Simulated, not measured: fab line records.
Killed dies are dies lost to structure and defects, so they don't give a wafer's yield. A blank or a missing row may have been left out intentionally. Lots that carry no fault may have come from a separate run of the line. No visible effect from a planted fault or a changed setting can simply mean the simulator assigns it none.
fab line records    flow n5_finfet
record lots=7  wafers=21  last_day=18
route steps=1938 shown GATE_CUT@488 BEOL_M4@1111 PASSIVATION@1936
lots with no fault: from the same line, run without faults
start_h: start of the lot's first displayed wafer, in hours after the record's first day    wait_h: hours elapsed since this lot's preceding step    " same as the row above    L1.1+2: one row covering several wafers at once    - no value, or no start given    * or withheld: withheld    < > ~ a bound
route shown NAME@n: names a module that has steps shown in the file, with the first one's number in the route    usual: mean/standard deviation taken from wafers without a fault    same: alike in all rows    chamber/n: place in a boat    sites: the reading at each site    _std_site: the values' standard deviation    _edge_site: outer sites' mean less inner sites'    radius_mm: how far each site lies from the wafer's centre    mask NAME#n: copy n    behind: the most recent tool/chamber to have shaped the wafer    hold: the reason the lot was held/the length of the hold in hours/how it ended    device: transistor that didn't switch, given as n, p or np    end of line: the route-end tests of the same wafers    for a step that has no rows: nothing shown but its recipe    killed: at the first sort, the dies lost to defects and structure; wafer yield is something else    map: a wafer's dies, marking killed ones x, the rest . and places with no die _
set.NAME: setting as actually run; set.NAME@STEP: the setting as run at that earlier step    model.NAME: the simulator's own value behind a step, which no gauge read
lots at selected steps of the route; one table per step, one row per wafer
services: the hour from which a tool's chamber was out of use, counted from the record's first day as start_h (under 0 if before that day), plus the number of hours and why
## steps
# step N5_GATE_CUT_OVL_MEAS_14
# recipe points_per_wafer=522
# usual GATE_CUT_OVL=-0.1/0.63
lot.wafer  tool        chamber  start_h  wait_h  GATE_CUT_OVL[nm]
L772.1     overlay-01  0        126.68   0.0     1.3
L772.2     "           0        "        "       -0.3
L772.5     "           0        "        "       -0.3
L773.2     overlay-01  0        136.39   0.0     0.5
L773.3     "           0        "        "       0.5
L773.4     "           0        "        "       0.2
L775.2     overlay-02  0        144.71   0.0     -0.2
L775.3     "           0        "        "       -0.3
L775.4     "           0        "        "       -1.1
L778.1     overlay-02  0        160.59   0.0     -0.4
L778.3     "           0        "        "       -0.3
L778.5     "           0        "        "       -0.4
L779.2     overlay-01  0        168.03   0.0     -0.2
L779.4     "           0        "        "       0.3
L779.6     "           0        "        "       -0.6
L785.1     overlay-01  0        203.29   0.0     -0.8
L785.5     "           0        "        "       0.8
L785.6     "           0        "        "       0.2
L787.2     overlay-02  0        216.81   0.0     0.4
L787.4     "           0        "        "       0.1
L787.6     "           0        "        "       0.4
# step N5_GATE_CUT_INSPECT_15
# recipe mode=adi  inspect_instrument=brightfield
# usual raw_defect_count=122/36
lot.wafer  tool               chamber  start_h  wait_h  raw_defect_count
L772.1     defect_inspect-01  -        126.74   0.1     96
L772.2     "                  -        "        "       139
L772.5     "                  -        "        "       101
L773.2     defect_inspect-02  -        136.44   0.0     209
L773.3     "                  -        "        "       181
L773.4     "                  -        "        "       157
L775.2     defect_inspect-02  -        144.76   0.0     109
L775.3     "                  -        "        "       139
L775.4     "                  -        "        "       97
L778.1     defect_inspect-01  -        160.65   0.1     82
L778.3     "                  -        "        "       103
L778.5     "                  -        "        "       124
L779.2     defect_inspect-01  -        168.09   0.0     183
L779.4     "                  -        "        "       134
L779.6     "                  -        "        "       145
L785.1     defect_inspect-02  -        203.35   0.1     177
L785.5     "                  -        "        "       65
L785.6     "                  -        "        "       78
L787.2     defect_inspect-02  -        216.86   0.0     84
L787.4     "                  -        "        "       57
L787.6     "                  -        "        "       109
# step N5_GATE_CUT_DESCUM_18
# recipe chemistry=O2  time_s=7  source_power_w=50  bias_power_w=20  pressure_mtorr=20  rf_frequency_hz=2.712e+07  temp_c=40  resist=CAR-EUV  o2_flow_sccm=225
# usual drypump_motor_current_A=5.4/0.47  oes_product_au=0.76/0.054  rf_vpp_V=242.5/1.5  showerhead_plenum_p_Torr=2.05/0.08  throttle_valve_pct=20.35/0.16
lot.wafer  tool         chamber  start_h  wait_h  drypump_motor_current_A  oes_product_au  rf_hours_counter_h  rf_vpp_V  showerhead_plenum_p_Torr  throttle_valve_pct
L772.1     rie_diel-02  0        126.77   0.0     5.3                      0.90            30                  246.5     2.23                      20.09
L772.2     "            2        "        "       5.1                      0.77            143                 242.1     2.00                      20.25
L772.5     "            1        "        "       6.3                      0.79            -                   241.8     2.01                      20.21
L773.2     rie_diel-02  1        136.83   0.4     6.3                      0.79            138                 241.3     2.01                      20.22
L773.3     "            0        "        "       5.2                      0.90            34                  245.1     2.23                      20.11
L773.4     "            3        "        "       5.9                      0.79            126                 243.3     2.10                      20.36
L775.2     rie_diel-02  3        144.89   0.1     5.9                      0.79            129                 243.2     2.10                      20.37
L775.3     "            2        "        "       5.1                      0.76            149                 241.6     1.99                      20.27
L775.4     "            1        "        "       6.3                      0.78            140                 241.0     2.01                      20.22
L778.1     rie_diel-01  3        160.94   0.3     5.8                      0.71            230                 242.5     2.06                      20.43
L778.3     "            1        "        "       4.7                      0.73            184                 243.5     2.17                      20.61
L778.5     "            0        "        "       5.4                      0.80            -                   240.8     1.94                      20.18
L779.2     rie_diel-06  1        168.23   0.1     5.0                      0.77            139                 240.4     2.01                      20.44
L779.4     "            2        "        "       5.0                      0.75            -                   242.2     2.00                      20.32
L779.6     "            1        "        "       5.0                      0.77            -                   242.5     2.01                      20.43
L785.1     rie_diel-06  1        203.39   0.0     4.9                      0.76            151                 241.7     2.01                      20.45
L785.5     "            0        "        "       5.5                      0.72            -                   242.9     2.08                      20.69
L785.6     "            1        "        "       4.9                      0.76            -                   241.1     2.01                      20.46
L787.2     rie_diel-01  0        217.16   0.3     5.4                      0.78            119                 240.6     1.93                      20.22
L787.4     "            1        "        "       4.7                      0.71            202                 244.5     2.16                      20.64
L787.6     "            0        "        "       5.4                      0.77            -                   241.1     1.93                      20.23
# step N5_GATE_CUT_ETCH_28
# recipe chemistry=N2/H2  target=underlayer  target_depth_a=130  mask_material=CAR-EUV  time_s=10.4  ion_energy_ev=200  pressure_mtorr=30  source_w=840  bias_w=150  n2_flow_sccm=200  h2_flow_sccm=200  ends=cleared
# step N5_GATE_CUT_ETCH_36
# recipe chemistry=CF4  target=SiARC  target_depth_a=130  mask_material=CAR-EUV  time_s=21.7  ion_energy_ev=80  pressure_mtorr=40  source_w=545  bias_w=36  Ar_flow_sccm=100  cf4_flow_sccm=100  ends=cleared
# usual drypump_motor_current_A=5.4/0.47  etch_rf_on_time_s=21.67/0.28  oes_product_au=0.65/0.047  rf_fwd_power_W=531.6/1.8  rf_vpp_V=183.6/1.2  showerhead_plenum_p_Torr=2.10/0.075  throttle_valve_pct=15.57/0.18
lot.wafer  tool         chamber  start_h  wait_h  drypump_motor_current_A  etch_rf_on_time_s  oes_product_au  rf_fwd_power_W  rf_hours_counter_h  rf_vpp_V  showerhead_plenum_p_Torr  throttle_valve_pct
L772.1     rie_diel-02  0        126.83   0.0     5.2                      21.64              0.76            531.4           30                  185.2     2.27                      15.20
L772.2     "            2        "        "       5.1                      21.67              0.65            531.5           143                 184.5     2.06                      15.52
L772.5     "            1        "        "       6.3                      21.53              0.68            534.5           -                   182.8     2.06                      15.37
L773.2     rie_diel-02  1        136.88   0.0     6.3                      21.53              0.67            532.3           138                 183.4     2.05                      15.37
L773.3     "            0        "        "       5.2                      21.42              0.76            531.0           34                  185.1     2.27                      15.24
L773.4     "            3        "        "       5.9                      21.55              0.67            533.8           126                 184.5     2.16                      15.56
L775.2     rie_diel-02  3        144.95   0.0     5.9                      21.49              0.67            532.6           129                 183.2     2.16                      15.57
L775.3     "            2        "        "       5.1                      22.00              0.64            531.6           149                 183.4     2.06                      15.55
L775.4     "            1        "        "       6.3                      21.75              0.67            536.6           140                 182.7     2.05                      15.38
L778.1     rie_diel-01  3        160.99   0.0     5.7                      21.52              0.60            530.7           230                 183.6     2.13                      15.74
L778.3     "            1        "        "       4.7                      21.68              0.61            531.0           184                 185.7     2.22                      15.84
L778.5     "            0        "        "       5.4                      21.35              0.68            531.0           -                   183.4     2.00                      15.40
L779.2     rie_diel-06  1        168.29   0.0     5.0                      21.87              0.66            529.5           139                 182.8     2.07                      15.67
L779.4     "            2        "        "       5.0                      21.98              0.63            533.0           -                   183.1     2.07                      15.62
L779.6     "            1        "        "       4.9                      21.83              0.66            530.4           -                   183.8     2.07                      15.65
L785.1     rie_diel-06  1        203.44   0.0     5.0                      21.46              0.66            533.0           151                 182.7     2.06                      15.66
L785.5     "            0        "        "       5.5                      22.15              0.62            529.1           -                   183.7     2.14                      15.92
L785.6     "            1        "        "       5.0                      21.42              0.67            535.4           -                   184.2     2.06                      15.67
L787.2     rie_diel-01  0        217.21   0.0     5.4                      21.59              0.67            530.4           119                 181.2     1.99                      15.43
L787.4     "            1        "        "       4.7                      21.88              0.60            529.3           202                 185.1     2.21                      15.89
L787.6     "            0        "        "       5.4                      21.46              0.67            532.7           -                   182.2     1.99                      15.41
# step N5_GATE_CUT_ETCH_37
# recipe chemistry=N2/H2  target=SOC  target_depth_a=600  overetch_a=120  mask_material=SiARC  temp_c=40  time_s=90  ion_energy_ev=200  pressure_mtorr=30  source_w=840  bias_w=150  n2_flow_sccm=200  h2_flow_sccm=200
# step N5_GATE_CUT_STRIP_38
# recipe chemistry=N2/H2  temp_c=40  n2_flow_sccm=200  h2_flow_sccm=200  rf_frequency_hz=6e+07
# step N5_GATE_CUT_STRIP_39
# recipe chemistry=N2/H2  temp_c=40  n2_flow_sccm=200  h2_flow_sccm=200  rf_frequency_hz=6e+07
# step N5_GATE_CUT_HM_OPEN_40
# recipe chemistry=C4F6/O2  target=SiO2  mask_material=SiARC  target_depth_a=1390  time_s=85.1  ion_energy_ev=250  pressure_mtorr=30  source_w=345  bias_w=185  Ar_flow_sccm=300  C4F6_flow_sccm=10  O2_flow_sccm=10  ends=cleared
# usual drypump_motor_current_A=5.4/0.47  etch_rf_on_time_s=94.0/1.6  oes_product_au=0.68/0.049  rf_vpp_V=662/7.9  showerhead_plenum_p_Torr=2.80/0.1  throttle_valve_pct=20.89/0.2
lot.wafer  tool         chamber  start_h  wait_h  drypump_motor_current_A  etch_rf_on_time_s  oes_product_au  rf_hours_counter_h  rf_vpp_V  showerhead_plenum_p_Torr  throttle_valve_pct
L772.1     rie_diel-02  0        126.94   0.0     5.2                      92.2               0.81            30                  669       3.02                      20.56
L772.2     "            2        "        "       5.1                      93.2               0.69            143                 663       2.74                      20.83
L772.5     "            1        "        "       6.3                      94.0               0.71            -                   659       2.74                      20.69
L773.2     rie_diel-02  1        136.99   0.0     6.3                      92.8               0.71            138                 659       2.74                      20.69
L773.3     "            0        "        "       5.3                      93.2               0.80            34                  670       3.01                      20.58
L773.4     "            3        "        "       5.9                      93.1               0.71            127                 670       2.86                      20.85
L775.2     rie_diel-02  3        145.06   0.0     5.9                      91.1               0.71            129                 668       2.86                      20.86
L775.3     "            2        "        "       5.1                      94.1               0.68            149                 664       2.73                      20.84
L775.4     "            1        "        "       6.3                      94.8               0.71            140                 657       2.74                      20.69
L778.1     rie_diel-01  3        161.10   0.0     5.8                      90.9               0.63            230                 662       2.82                      21.03
L778.3     "            1        "        "       4.7                      93.6               0.64            184                 666       2.96                      21.22
L778.5     "            0        "        "       5.4                      90.3               0.72            -                   657       2.65                      20.76
L779.2     rie_diel-06  1        168.40   0.0     5.0                      94.9               0.69            140                 653       2.74                      20.93
L779.4     "            2        "        "       5.0                      94.7               0.67            -                   649       2.75                      20.95
L779.6     "            1        "        "       4.9                      95.1               0.69            -                   652       2.74                      20.92
L785.1     rie_diel-06  1        203.55   0.0     5.0                      92.4               0.68            151                 652       2.74                      20.95
L785.5     "            0        "        "       5.5                      95.6               0.64            -                   679       2.85                      21.30
L785.6     "            1        "        "       5.0                      96.4               0.69            -                   653       2.74                      20.96
L787.2     rie_diel-01  0        217.32   0.0     5.4                      93.3               0.71            119                 658       2.65                      20.78
L787.4     "            1        "        "       4.7                      95.1               0.62            202                 666       2.95                      21.26
L787.6     "            0        "        "       5.4                      94.3               0.70            -                   658       2.65                      20.77
# step N5_GATE_CUT_STRIP_41
# recipe chemistry=CF4  resist=SiARC  power_w=300  bias_power_w=75  pressure_mtorr=50  cf4_flow_sccm=150  rf_frequency_hz=6e+07
# usual drypump_motor_current_A=5.4/0.47  oes_product_au=0.176/0.013  rf_vpp_V=270.4/1.6  showerhead_plenum_p_Torr=1.76/0.062  throttle_valve_pct=13.55/0.18
lot.wafer  tool         chamber  start_h  wait_h  drypump_motor_current_A  oes_product_au  rf_hours_counter_h  rf_vpp_V  showerhead_plenum_p_Torr  throttle_valve_pct
L772.1     rie_diel-02  0        127.00   0.0     5.2                      0.211           30                  272.5     1.90                      13.17
L772.2     "            2        "        "       5.1                      0.172           143                 269.0     1.73                      13.52
L772.5     "            1        "        "       6.3                      0.184           -                   270.0     1.72                      13.37
L773.2     rie_diel-02  1        137.05   0.0     6.2                      0.178           138                 270.1     1.72                      13.37
L773.3     "            0        "        "       5.2                      0.215           34                  273.9     1.90                      13.17
L773.4     "            3        "        "       5.9                      0.179           127                 270.8     1.81                      13.55
L775.2     rie_diel-02  3        145.12   0.0     5.9                      0.173           129                 270.3     1.81                      13.56
L775.3     "            2        "        "       5.1                      0.168           149                 270.4     1.73                      13.54
L775.4     "            1        "        "       6.3                      0.181           140                 270.4     1.72                      13.37
L778.1     rie_diel-01  3        161.16   0.0     5.8                      0.168           230                 271.3     1.78                      13.74
L778.3     "            1        "        "       4.7                      0.159           184                 270.7     1.85                      13.82
L778.5     "            0        "        "       5.4                      0.190           -                   269.4     1.67                      13.35
L779.2     rie_diel-06  1        168.46   0.0     5.0                      0.177           140                 269.2     1.73                      13.63
L779.4     "            2        "        "       5.0                      0.166           -                   269.7     1.73                      13.59
L779.6     "            1        "        "       5.0                      0.178           -                   271.6     1.73                      13.63
L785.1     rie_diel-06  1        203.61   0.0     4.9                      0.171           151                 268.8     1.73                      13.66
L785.5     "            0        "        "       5.6                      0.166           -                   270.8     1.79                      13.89
L785.6     "            1        "        "       5.0                      0.178           -                   271.1     1.73                      13.66
L787.2     rie_diel-01  0        217.38   0.0     5.4                      0.179           119                 267.8     1.67                      13.40
L787.4     "            1        "        "       4.7                      0.162           202                 272.5     1.85                      13.86
L787.6     "            0        "        "       5.4                      0.176           -                   267.7     1.67                      13.39
# step N5_GATE_CUT_STRIP_42
# recipe chemistry=O2  power_w=400  temp_c=40  pressure_mtorr=30  rf_frequency_hz=6e+07  bias_power_w=0  overash_fraction=0.3  o2_flow_sccm=225
# step N5_GATE_CUT_ETCH_19
# recipe chemistry=CH3F/O2  target=SiNx  mask_material=SiO2  target_depth_a=537  time_s=76.7  pressure_mtorr=30  source_w=395  bias_w=73  Ar_flow_sccm=150  CH3F_flow_sccm=30  O2_flow_sccm=20  ion_energy_ev=120  ends=cleared
# step N5_GATE_CUT_CUT_ETCH_53
# recipe chemistry=SF6/Cl2  target=W  mask_material=SiO2  target_depth_a=792  pressure_mtorr=8  icp_w=900  bias_w=80  SF6_flow_sccm=40  Cl2_flow_sccm=60  ends=cleared
# usual drypump_motor_current_A=5.6/0.44  etch_rf_on_time_s=26.1/0.36  oes_product_au=0.73/0.09  rf_fwd_power_W=877.7/2.6  throttle_valve_pct=29.04/0.26
lot.wafer  tool          chamber  start_h  wait_h  drypump_motor_current_A  etch_rf_on_time_s  oes_product_au  rf_fwd_power_W  rf_hours_counter_h  throttle_valve_pct
L772.1     rie_metal-02  1        127.17   0.1     6.4                      26.5               0.77            876.2           16                  28.72
L772.2     "             0        "        "       5.2                      26.4               0.80            882.1           12                  28.74
L772.5     "             1        "        "       6.4                      26.5               0.76            879.2           -                   28.70
L773.2     rie_metal-03  1        137.22   0.1     6.0                      26.0               0.78            876.7           18                  29.37
L773.3     "             0        "        "       5.5                      25.7               0.69            876.7           -                   29.06
L773.4     "             1        "        "       6.0                      26.0               0.78            874.5           -                   29.36
L775.2     rie_metal-02  0        145.29   0.1     5.2                      33.0               0.70            664.1           14                  28.70
L775.3     "             0        "        "       5.1                      33.3               0.69            664.3           -                   28.70
L775.4     "             1        "        "       6.3                      33.3               0.67            664.8           -                   28.69
L778.1     rie_metal-02  1        161.33   0.1     6.3                      33.5               0.66            667.1           20                  28.69
L778.3     "             0        "        "       5.2                      33.1               0.69            665.3           -                   28.70
L778.5     "             0        "        "       5.1                      33.1               0.68            660.9           -                   28.72
L779.2     rie_metal-02  0        168.63   0.1     5.2                      33.3               0.69            662.0           16                  28.72
L779.4     "             0        "        "       5.1                      33.4               0.69            665.8           -                   28.70
L779.6     "             0        "        "       5.2                      33.5               0.68            659.4           -                   28.71
L785.1     rie_metal-01  0        203.78   0.1     5.2                      26.5               0.84            874.7           3                   29.28
L785.5     "             0        "        "       5.2                      26.1               0.86            874.7           -                   29.28
L785.6     "             1        "        "       5.8                      26.5               0.61            875.1           -                   29.16
L787.2     rie_metal-01  0        217.55   0.1     5.2                      26.1               0.85            874.5           4                   29.27
L787.4     "             1        "        "       5.8                      26.3               0.62            882.3           -                   29.15
L787.6     "             1        "        "       5.8                      26.6               0.62            882.9           -                   29.15
# step N5_GATE_CUT_CUT_ETCH_54
# recipe chemistry=Cl2/BCl3  target=TiN  mask_material=SiO2  target_depth_a=967  pressure_mtorr=10  icp_w=1000  bias_w=126  Cl2_flow_sccm=53.25  bcl3_flow_sccm=21.75  Ar_flow_sccm=25  ends=cleared
# usual drypump_motor_current_A=5.6/0.44  etch_rf_on_time_s=36.4/0.51  oes_product_au=0.73/0.089  rf_fwd_power_W=979/4.1  throttle_valve_pct=22.35/0.25
lot.wafer  tool          chamber  start_h  wait_h  drypump_motor_current_A  etch_rf_on_time_s  oes_product_au  rf_fwd_power_W  rf_hours_counter_h  throttle_valve_pct
L772.1     rie_metal-02  1        127.23   0.0     6.3                      37.1               0.77            980             16                  22.08
L772.2     "             0        "        "       5.2                      36.5               0.80            976             12                  22.04
L772.5     "             1        "        "       6.3                      36.7               0.78            977             -                   22.05
L773.2     rie_metal-03  1        137.30   0.1     6.0                      36.0               0.78            972             18                  22.58
L773.3     "             0        "        "       5.5                      35.4               0.69            973             -                   22.40
L773.4     "             1        "        "       6.0                      36.2               0.78            974             -                   22.57
L775.2     rie_metal-02  0        145.35   0.0     5.2                      36.2               0.79            982             14                  22.06
L775.3     "             0        "        "       5.1                      36.0               0.80            978             -                   22.06
L775.4     "             1        "        "       6.3                      36.7               0.76            984             -                   22.06
L778.1     rie_metal-02  1        161.39   0.0     6.3                      37.2               0.76            981             20                  22.07
L778.3     "             0        "        "       5.2                      36.4               0.78            983             -                   22.07
L778.5     "             0        "        "       5.2                      36.5               0.78            981             -                   22.05
L779.2     rie_metal-02  0        168.69   0.0     5.1                      36.6               0.78            979             16                  22.07
L779.4     "             0        "        "       5.1                      36.3               0.79            978             -                   22.05
L779.6     "             0        "        "       5.1                      36.5               0.78            981             -                   22.06
L785.1     rie_metal-01  0        203.84   0.0     5.2                      36.5               0.86            980             3                   22.54
L785.5     "             0        "        "       5.2                      36.6               0.85            980             -                   22.56
L785.6     "             1        "        "       5.8                      36.5               0.63            985             -                   22.49
L787.2     rie_metal-01  0        217.61   0.0     5.1                      36.6               0.85            981             4                   22.56
L787.4     "             1        "        "       5.8                      36.7               0.62            982             -                   22.49
L787.6     "             1        "        "       5.7                      36.9               0.61            984             -                   22.51
# step N5_BEOL_M4_RC_MEAS_101
# usual DIBL_N=36.5/1.4  DIBL_P=36.9/1.7  IOFF_N=0.163/0.023  IOFF_P=0.22/0.032  ION_N=673/9  ION_P=462/7.5  SS_N=71.6/0.54  SS_P=73.4/0.62  VT_N=249.8/2.8  VT_P=-250/3.5
lot.wafer  tool       chamber  start_h  wait_h  DIBL_N[mV/V]  DIBL_P[mV/V]  IOFF_N[nA/um]  IOFF_P[nA/um]  ION_N[uA/um]  ION_P[uA/um]  SS_N[mV/dec]  SS_P[mV/dec]  VT_N[mV]  VT_P[mV]
L772.1     prober-01  0        210.67   0.0     38.9          38.9          0.203          0.24           691           460           72.4          74.7          245.2     -249
L772.2     "          0        "        "       34.2          33.7          0.127          0.16           656           451           71.7          72.0          254.4     -255
L772.5     "          0        "        "       35.4          35.7          0.148          0.18           670           460           71.7          72.7          247.3     -256
L773.2     prober-01  0        213.27   0.2     34.3          35.5          0.149          0.22           677           468           72.3          73.1          248.2     -249
L773.3     "          0        "        "       35.8          37.1          0.162          0.24           670           465           71.9          73.6          251.1     -247
L773.4     "          0        "        "       35.5          36.8          0.170          0.24           676           467           72.5          73.2          248.0     -249
L775.2     prober-02  0        233.51   0.2     34.9          34.0          0.129          0.20           663           449           71.3          72.5          253.5     -250
L775.3     "          0        "        "       36.2          35.2          0.155          0.22           667           463           71.5          72.3          248.4     -246
L775.4     "          0        "        "       34.3          33.4          0.131          0.19           678           465           70.9          72.3          249.7     -250
L778.1     prober-02  0        250.63   0.0     38.9          37.8          0.198          0.22           680           460           72.1          74.2          246.4     -250
L778.3     "          0        "        "       37.4          35.6          0.162          0.19           681           453           71.9          73.0          250.4     -253
L778.5     "          0        "        "       37.7          36.0          0.162          0.19           662           453           71.2          73.7          251.5     -254
L779.2     prober-02  0        258.94   0.2     37.3          38.2          0.175          0.24           669           470           71.9          73.6          250.3     -247
L779.4     "          0        "        "       39.0          40.7          0.220          0.30           691           478           71.2          74.4          243.9     -245
L779.6     "          0        "        "       37.0          38.4          0.173          0.25           680           471           71.3          73.1          249.1     -246
L785.1     prober-02  0        282.12   0.0     34.8          36.2          0.133          0.17           662           451           70.5          73.5          252.7     -255
L785.5     "          0        "        "       34.5          36.6          0.137          0.17           670           450           70.9          73.3          251.2     -252
L785.6     "          0        "        "       34.7          36.0          0.135          0.16           663           451           71.5          72.9          251.8     -258
L787.2     prober-02  0        310.03   0.2     37.8          36.4          0.151          0.20           665           457           72.0          73.1          253.7     -251
L787.4     "          0        "        "       37.6          36.6          0.159          0.21           675           461           72.3          73.2          249.4     -250
L787.6     "          0        "        "       36.4          35.7          0.138          0.19           663           454           71.3          73.0          255.7     -251
# step N5_PASSIVATION_PROBE_49
# usual defect_limited_yield=91.2/1.4  killed_at_M0_to_M3=35/11  killed_at_M4_up=12/4.2  killed_at_contacts=13/5.6  killed_at_front_end=40/12  killed_at_other=3.3/2.6  killed_dies=103/17  killed_open=68/12  killed_short=34/7.6  sort_bin_5_function=5.1/0.95  sort_bin_6_memory=3.3/0.68  sort_n_pass=1077/17  sort_yield_pct=91.2/1.4
# same gross_dies=1180  killed_at_back_side=0  sort_bin_4_leakage[%]=0  sort_bin_8_speed[%]=0
lot.wafer  tool       chamber  start_h  wait_h  defect_limited_yield[%]  killed_at_M0_to_M3  killed_at_M4_up  killed_at_contacts  killed_at_front_end  killed_at_other  killed_dies  killed_open  killed_short  sort_bin_5_function[%]  sort_bin_6_memory[%]  sort_n_pass  sort_yield_pct[%]
L775.2     prober-01  -        324.97   0.1     91.9                     19                  8                21                  42                   6                96           69           26            5.0                     2.9                   1084         91.9
L775.3     prober-01  -        325.02   0.1     91.7                     40                  2                15                  39                   2                98           64           30            5.3                     2.5                   1082         91.7
L775.4     prober-01  -        325.07   0.2     92.2                     44                  7                6                   31                   4                92           54           32            3.9                     3.0                   1088         92.2
L785.1     prober-02  -        382.98   0.0     91.2                     52                  6                11                  28                   7                104          75           27            5.5                     2.9                   1076         91.2
L785.5     prober-02  -        383.18   0.2     91.5                     41                  15               18                  20                   6                100          66           34            4.8                     3.2                   1080         91.5
L785.6     prober-02  -        383.23   0.3     89.8                     52                  9                14                  39                   6                120          73           44            6.9                     3.0                   1060         89.8
# killed by level:class
L775.2 MOL_CONTACT_COAG:geometric_particle:open=19 FIN_SAQP:geometric_particle:open=18 FIN_SAQP:geometric_particle:short=8 BEOL_M2:geometric_particle:open=6 STI_FIN_REVEAL:geometric_particle:open=4 DUMMY_GATE:geometric_particle:open=4 BEOL_M1:geometric_particle:open=4 GATE_CUT:geometric_particle:short=3
L775.3 MOL_CONTACT_COAG:geometric_particle:open=12 BEOL_M3:geometric_particle:open=11 STARTING-WAFER:geometric_particle:open=7 FIN_SAQP:geometric_particle:open=6 GATE_CUT:geometric_particle:short=6 BEOL_M0_SAQP:geometric_particle:short=6 STI_FIN_REVEAL:geometric_particle:open=5 BEOL_M0_SAQP:geometric_particle:open=5
L775.4 BEOL_M2:geometric_particle:open=12 BEOL_M0_SAQP:geometric_particle:short=12 BEOL_M3:geometric_particle:open=8 STI_FIN_REVEAL:geometric_particle:open=6 GATE_CUT:geometric_particle:short=5 FIN_SAQP:geometric_particle:open=4 DUMMY_GATE:geometric_particle:open=4 BEOL_M0_SAQP:geometric_particle:open=4
L785.1 BEOL_M3:geometric_particle:open=13 FIN_SAQP:geometric_particle:open=10 BEOL_M0_SAQP:geometric_particle:open=9 BEOL_M0_SAQP:geometric_particle:short=8 BEOL_M0:geometric_particle:open=7 MOL_CONTACT_COAG:geometric_particle:short=6 BEOL_M1:geometric_particle:open=6 STI_FIN_REVEAL:geometric_particle:open=5
L785.5 MOL_CONTACT_COAG:geometric_particle:open=15 BEOL_M0_SAQP:geometric_particle:short=13 BEOL_M0_SAQP:geometric_particle:open=8 BEOL_M2:geometric_particle:open=7 BEOL_M3:geometric_particle:open=7 BEOL_M4:geometric_particle:open=6 FIN_SAQP:geometric_particle:open=4 GATE_CUT:geometric_particle:short=4
L785.6 MOL_CONTACT_COAG:geometric_particle:open=13 BEOL_M0_SAQP:geometric_particle:short=12 STI_FIN_REVEAL:geometric_particle:open=10 BEOL_M0_SAQP:geometric_particle:open=8 BEOL_M3:geometric_particle:open=8 BEOL_M1:geometric_particle:open=6 BEOL_M1:geometric_particle:short=6 SPACER0:geometric_particle:short=5
## services
tool          chamber  start_h  hours  kind
rie_diel-02   0        104.59   9.6    repair
rie_diel-02   3        125.78   8.9    repair
rie_metal-01  0        133.73   -      clean
rie_metal-01  0        133.73   22.1   scheduled_down
rie_metal-01  0        133.73   22.1   vent_cycle
rie_diel-06   0        161.86   8.2    repair
rie_metal-01  0        170.61   11.9   repair
rie_metal-02  1        187.87   1.7    repair
rie_metal-03  0        215.64   3.2    repair
## key
first_sign step=N5_GATE_CUT_CUT_ETCH_53  reading=rf_fwd_power_W  direction=down  sigmas=82  usual=*  struck=*
effect step=N5_GATE_CUT_CUT_ETCH_53  reading=etch_rf_on_time_s  direction=up  sigmas=20  usual=*  struck=*
met_at N5_GATE_CUT_CUT_ETCH_53
struck_wafers L775.2,L775.3,L775.4,L778.1,L778.3,L778.5,L779.2,L779.4,L779.6
onset_between 127.17 145.29
fault kind=process_parameter_drift  tool=rie_metal-02  chamber=-  onset_h=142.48  steps=N5_GATE_CUT_CUT_ETCH_53  channel=icp_w  offset=-216  shape=step  end_h=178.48  acts_in=these_recipes_only  stated=900
